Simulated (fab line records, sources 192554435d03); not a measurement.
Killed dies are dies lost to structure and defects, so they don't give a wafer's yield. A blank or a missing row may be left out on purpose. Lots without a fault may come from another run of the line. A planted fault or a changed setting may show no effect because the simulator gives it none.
Which tool did it? | flow n5_finfet | 24 lots, 72 wafers sampled, at 3 steps of a route of 1938

WHAT THE GAUGES READ, wafer by wafer
N5_MOL_CONTACT_COAG_OVL_MEAS_09. Usual: CA_OVL -0.1 nm, standard deviation 0.75.
lot  | measured     | on         | CA_OVL (nm)    | flag
L074 | day 4 19:21  | overlay-02 | 0.3 0.4 -0.2   |
L075 | day 5 02:01  | overlay-01 | -1.0 -0.1 -1.0 |
L076 | day 5 08:41  | overlay-02 | -0.1 1.1 -0.1  |
L077 | day 5 09:53  | overlay-02 | -1.0 -1.0 -0.9 |
L078 | day 5 22:32  | overlay-02 | -0.5 -0.8 -0.9 |
L079 | day 6 00:08  | overlay-02 | -0.7 0.5 -0.3  |
L080 | day 6 05:02  | overlay-01 | -0.7 -0.7 0.0  |
L081 | day 6 10:56  | overlay-02 | -0.3 -0.5 -0.1 |
L082 | day 6 21:31  | overlay-02 | 0.2 1.9 0.5    |
L083 | day 7 02:57  | overlay-01 | 0.6 0.5 1.1    |
L084 | day 7 10:07  | overlay-02 | -0.6 -0.2 0.7  |
L085 | day 7 17:46  | overlay-02 | -0.1 -0.4 0.2  |
L086 | day 7 19:12  | overlay-01 | -1.8 -0.3 -0.5 |
L087 | day 8 02:26  | overlay-02 | -0.6 0.1 -0.1  |
L088 | day 8 03:31  | overlay-01 | -1.0 -1.3 -1.4 |
L089 | day 8 08:49  | overlay-02 | 1.2 0.7 0.4    |
L090 | day 8 15:50  | overlay-02 | -0.5 0.1 -0.6  |
L091 | day 8 22:46  | overlay-01 | -1.1 -0.6 -0.2 |
L092 | day 9 04:27  | overlay-02 | 0.8 0.2 0.2    |
L093 | day 9 14:31  | overlay-01 | -0.6 -0.9 -0.8 |
L094 | day 9 16:45  | overlay-01 | -0.4 0.0 -0.5  |
L095 | day 10 03:59 | overlay-02 | 1.0 0.7 -0.3   |
L096 | day 10 05:50 | overlay-01 | 0.2 0.4 0.5    |
L097 | day 10 16:07 | overlay-01 | -0.4 0.2 -1.5  |

WHICH TOOL RAN EACH LOT (tool, then ch and the chambers of the sampled wafers, then the start)
lot  | N5_GATE_CUT_VAPOR_ETCH_48         | N5_GATE_CUT_CMP_61
L074 | rie_metal-03 ch 0,1, day 4 16:14  | cmp-03 ch 0,1, day 4 18:47
L075 | rie_metal-01 ch 0, day 4 21:43    | cmp-01 ch 0,1,2, day 5 01:23
L076 | rie_metal-03 ch 0,1, day 5 02:53  | cmp-03 ch 0,1,2, day 5 08:00
L077 | rie_metal-03 ch 0,1, day 5 06:38  | cmp-01 ch 0,2, day 5 09:12
L078 | rie_metal-02 ch 1, day 5 19:25    | cmp-01 ch 0,3, day 5 21:59
L079 | rie_metal-01 ch 0,1, day 5 20:43  | cmp-01 ch 0,2, day 5 23:28
L080 | rie_metal-02 ch 1, day 6 01:41    | cmp-01 ch 0,2,3, day 6 04:22
L081 | rie_metal-01 ch 0,1, day 6 07:39  | cmp-01 ch 0,3, day 6 10:14
L082 | rie_metal-03 ch 0,1, day 6 18:23  | cmp-01 ch 2,3, day 6 20:58
L083 | rie_metal-01 ch 1, day 6 23:46    | cmp-03 ch 0,1, day 7 02:22
L084 | rie_metal-02 ch 0,1, day 7 06:59  | cmp-02 ch 0,1,3, day 7 09:33
L085 | rie_metal-03 ch 1, day 7 14:31    | cmp-01 ch 1,2, day 7 17:04
L086 | rie_metal-03 ch 0,1, day 7 16:05  | cmp-02 ch 0,2,3, day 7 18:38
L087 | rie_metal-02 ch 0,1, day 7 23:14  | cmp-03 ch 1,2,3, day 8 01:54
L088 | rie_metal-01 ch 0,1, day 8 00:24  | cmp-02 ch 0,2, day 8 02:58
L089 | rie_metal-02 ch 1, day 8 05:34    | cmp-01 ch 0,2,3, day 8 08:11
L090 | rie_metal-01 ch 0,1, day 8 12:40  | cmp-03 ch 0,1,3, day 8 15:19
L091 | rie_metal-01 ch 1, day 8 19:26    | cmp-02 ch 0,2,3, day 8 22:08
L092 | rie_metal-02 ch 0,1, day 9 01:18  | cmp-03 ch 1,2,3, day 9 03:57
L093 | rie_metal-02 ch 0, day 9 11:16    | cmp-03 ch 0,1, day 9 13:50
L094 | rie_metal-02 ch 0,1, day 9 13:31  | cmp-02 ch 0,2,3, day 9 16:04
L095 | rie_metal-03 ch 0,1, day 10 00:42 | cmp-03 ch 0,1,2, day 10 03:17
L096 | rie_metal-02 ch 0,1, day 10 02:43 | cmp-01 ch 0,2, day 10 05:16
L097 | rie_metal-01 ch 0,1, day 10 12:52 | cmp-03 ch 0,2,3, day 10 15:26
- N5_GATE_CUT_VAPOR_ETCH_48: etches TiN in BCl3/Cl2.
- N5_GATE_CUT_CMP_61: polishes, stops on SiNx, t overpolish 3 s.

WHAT THE TOOLS THEMSELVES READ (means of the sampled wafers that have a number; where no wafer has one, the mark that the record gives instead)
N5_GATE_CUT_VAPOR_ETCH_48. Usual: drypump_motor_current_A 5.8 A, standard deviation 0.33; oes_product_au 0.76 a.u., standard deviation 0.1.
lot  | tool         | drypump_motor_current_A (A) | oes_product_au (a.u.) | flag
L074 | rie_metal-03 | 5.9                         | 0.67                  |
L075 | rie_metal-01 | 5.7                         | 0.60                  |
L076 | rie_metal-03 | 5.9                         | 0.69                  |
L077 | rie_metal-03 | 5.9                         | 0.66                  |
L078 | rie_metal-02 | 5.5                         | 0.76                  |
L079 | rie_metal-01 | 5.9                         | 0.66                  |
L080 | rie_metal-02 | 5.5                         | 0.75                  |
L081 | rie_metal-01 | 5.9                         | 0.66                  |
L082 | rie_metal-03 | 5.9                         | 0.66                  |
L083 | rie_metal-01 | 6.3                         | 0.77                  |
L084 | rie_metal-02 | 5.5                         | 0.80                  |
L085 | rie_metal-03 | 5.8                         | 0.63                  |
L086 | rie_metal-03 | 5.9                         | 0.68                  |
L087 | rie_metal-02 | 5.5                         | 0.79                  |
L088 | rie_metal-01 | 5.9                         | 0.91                  |
L089 | rie_metal-02 | 5.5                         | 0.74                  |
L090 | rie_metal-01 | 6.1                         | 0.83                  |
L091 | rie_metal-01 | 6.3                         | 0.75                  |
L092 | rie_metal-02 | 5.5                         | 0.78                  |
L093 | rie_metal-02 | 5.4                         | 0.88                  |
L094 | rie_metal-02 | 5.5                         | 0.78                  |
L095 | rie_metal-03 | 5.9                         | 0.65                  |
L096 | rie_metal-02 | 5.5                         | 0.78                  |
L097 | rie_metal-01 | 6.1                         | 0.81                  |

N5_GATE_CUT_CMP_61. Usual: motor_current_A 11.6 A, standard deviation 1.3; slurry_flow_ml_min 150.0, standard deviation 0.44.
lot  | tool   | motor_current_A (A) | slurry_flow_ml_min | flag
L074 | cmp-03 | 12.4                | 150.0              |
L075 | cmp-01 | 11.0                | 149.8              |
L076 | cmp-03 | 11.9                | 150.3              |
L077 | cmp-01 | 11.3                | 149.9              |
L078 | cmp-01 | 11.6                | 150.3              |
L079 | cmp-01 | 11.8                | 149.9              |
L080 | cmp-01 | 11.4                | 150.0              |
L081 | cmp-01 | 11.6                | 150.1              |
L082 | cmp-01 | 11.0                | 149.9              |
L083 | cmp-03 | 12.4                | 149.8              |
L084 | cmp-02 | 11.2                | 149.9              |
L085 | cmp-01 | 10.2                | 150.1              |
L086 | cmp-02 | 11.9                | 150.0              |
L087 | cmp-03 | 12.1                | 150.1              |
L088 | cmp-02 | 11.2                | 149.8              |
L089 | cmp-01 | 11.4                | 150.2              |
L090 | cmp-03 | 12.5                | 149.5              |
L091 | cmp-02 | 12.5                | 150.4              |
L092 | cmp-03 | 12.0                | 150.4              |
L093 | cmp-03 | 12.5                | 149.8              |
L094 | cmp-02 | 12.7                | 149.8              |
L095 | cmp-03 | 12.0                | 150.6              |
L096 | cmp-01 | 10.9                | 149.8              |
L097 | cmp-03 | 12.2                | 150.0              |

THE ANSWER, worked out from the rows above alone
Rule: a lot is off if the mean of its wafers that have a number lies more than 3 standard deviations from the usual mean. A lot without any number at a reading at which 4 lots or more have one is off too. The other lots that the step has rows for count as sound. The gauges are gone through in route order, then the tools' own readings, and for those a lot's mean is taken as printed above. The first step at which some lot is off is used, and at that step the reading that is off furthest; a lot without a number counts as furthest.
No lot is off at any reading shown: from this, nothing can be told.

WHAT THE SIMULATOR HAD PUT IN
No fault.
